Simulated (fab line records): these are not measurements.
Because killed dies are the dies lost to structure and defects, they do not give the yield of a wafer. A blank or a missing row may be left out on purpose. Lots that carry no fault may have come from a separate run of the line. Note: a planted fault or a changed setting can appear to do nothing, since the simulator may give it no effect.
Lot-split experiment	flow n5Finfet	21 wafers read across 7 lots, on a route 1938 steps long

ON THE SPLIT
At N5_BEOL_M11_COAT_59 (time 60 s, resist thk 100 nm), the setting spinRpm was moved away from the recipe's 1500 rpm on 2 of the 21 wafers read, by -5.7% to +7.5%. For the rest of the wafers, this setting stayed at what the recipe calls for.

FROM THE SPLIT TO THE READING: what the file shows between them, 7 steps
- N5_BEOL_M11_COAT_60: time 60 s, resist thk 30 nm
- N5_BEOL_M11_COAT_05: resist thk 90 nm
- N5_BEOL_M11_DESCUM_16: chemistry O2, time 7.9 s
- N5_BEOL_M11_ETCH_61: etches SiARC in CF4, target depth 39 nm, time 65 s
- N5_BEOL_M11_ETCH_62: etches SOC in N2/H2, target depth 110 nm, overetch 22 nm, time 165 s
- N5_BEOL_M11_STRIP_68: strips in N2/H2
- N5_BEOL_M11_STRIP_67: strips in CF4

THE READING
SOC_of_BEOL_M11_COAT_59.thkNm (the simulator's own value, which no gauge read), in nm, at N5_BEOL_M11_HM_OPEN_17 (chemistry Cl2/BCl3, target TiN, target depth 20 nm, overetch 6 nm). The file does not state a usual value for it. The 19 wafers here that ran the recipe average 92.1 nm, standard deviation 0.34 nm.

wafer	tool, chamber at the split	spinRpm as run, rpm	against the recipe	SOC_of_BEOL_M11_COAT_59.thkNm, nm	against lot-mates on the recipe
L075.1	lithoTrack-03, 0	1500	recipe	91.8	-
L075.3	lithoTrack-03, 0	1500	recipe	91.6	-
L075.6	lithoTrack-03, 0	1500	recipe	91.6	-
L081.2	lithoTrack-01, 0	1500	recipe	92	-
L081.5	lithoTrack-01, 0	1500	recipe	92.4	-
L081.6	lithoTrack-01, 0	1414	-5.7%	95	+2.8
L083.1	lithoTrack-01, 0	1500	recipe	92.8	-
L083.3	lithoTrack-01, 0	1500	recipe	92.4	-
L083.4	lithoTrack-01, 0	1500	recipe	92.6	-
L086.2	lithoTrack-01, 0	1500	recipe	92	-
L086.4	lithoTrack-01, 0	1500	recipe	92	-
L086.6	lithoTrack-01, 0	1500	recipe	91.8	-
L088.1	lithoTrack-03, 0	1500	recipe	92.2	-
L088.3	lithoTrack-03, 0	1613	+7.5%	88.8	-3.5
L088.6	lithoTrack-03, 0	1500	recipe	92.4	-
L093.1	lithoTrack-03, 0	1500	recipe	92.6	-
L093.2	lithoTrack-03, 0	1500	recipe	92.4	-
L093.4	lithoTrack-03, 0	1500	recipe	92.2	-
L095.2	lithoTrack-03, 0	1500	recipe	91.8	-
L095.4	lithoTrack-03, 0	1500	recipe	91.8	-
L095.6	lithoTrack-03, 0	1500	recipe	92	-

FIT RESULTS
A straight line over all 21 wafers: SOC_of_BEOL_M11_COAT_59.thkNm changes by -0.464 nm for each +1% of spinRpm; r = -0.94; the points scatter about the line by 0.35 nm.
The same after taking each lot's own level away (the mean of its wafers on the recipe; 21 wafers): -0.473 nm for each +1%; r = -0.99; scatter 0.14 nm.
The reading moves by 3.6 nm for the largest change in spinRpm, on that fit.
Across the lots, their own levels run from 91.67 to 92.60 nm, a range of 2.7 times the standard deviation given above.
Consequently the slope shifts little with the lot-to-lot level, the two slopes agreeing.
Check: with one of the wafers moved furthest among these (+7.5%) left out of the fit, the line predicts -3.68 nm for it against its lot-mates. It came out at -3.5 nm against them.

OTHER SPLITS APPLIED TO THESE WAFERS
Before the reading, these wafers also passed through other splits. Each is held against what the fit with the lots' levels taken away leaves over:
other split on the same wafers	wafers away from the commonest value	r with SOC_of_BEOL_M11_COAT_59.thkNm (lot level and that fit taken away)
N5_BEOL_M9_EXPOSE_08 doseMj	9	-0.09
N5_BEOL_M10_PEB_26 pebTimeS	7	-0.26
N5_BEOL_M10_TRENCH_ETCH_37 sourceW	3	+0.22
N5_BEOL_M11_PECVD_70 timeS	6	-0.08

THE WHOLE CHAIN: every reading that the file lists as answering this split, in the file's order
step	what it does	reading	change (the file's fit)	r (the file's)
N5_BEOL_M11_COAT_59	time 60 s, resist thk 100 nm	SOC_of_BEOL_M11_COAT_59.thkNm (the simulator's own value, which no gauge read)	-0.511 nm for each +1% of the setting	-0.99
N5_BEOL_M11_ETCH_62	etches SOC in N2/H2, target depth 110 nm, overetch 22 nm, time 165 s	etch.depthNm (the simulator's own value, which no gauge read)	-0.508 nm for each +1% of the setting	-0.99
N5_BEOL_M11_HM_OPEN_17	chemistry Cl2/BCl3, target TiN, target depth 20 nm, overetch 6 nm	SOC_of_BEOL_M11_COAT_59.thkNm (the simulator's own value, which no gauge read)	-0.473 nm for each +1% of the setting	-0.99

FILE'S OWN FIT
SOC_of_BEOL_M11_COAT_59.thkNm changes by -0.473 nm for each +1% of spinRpm, r = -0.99.
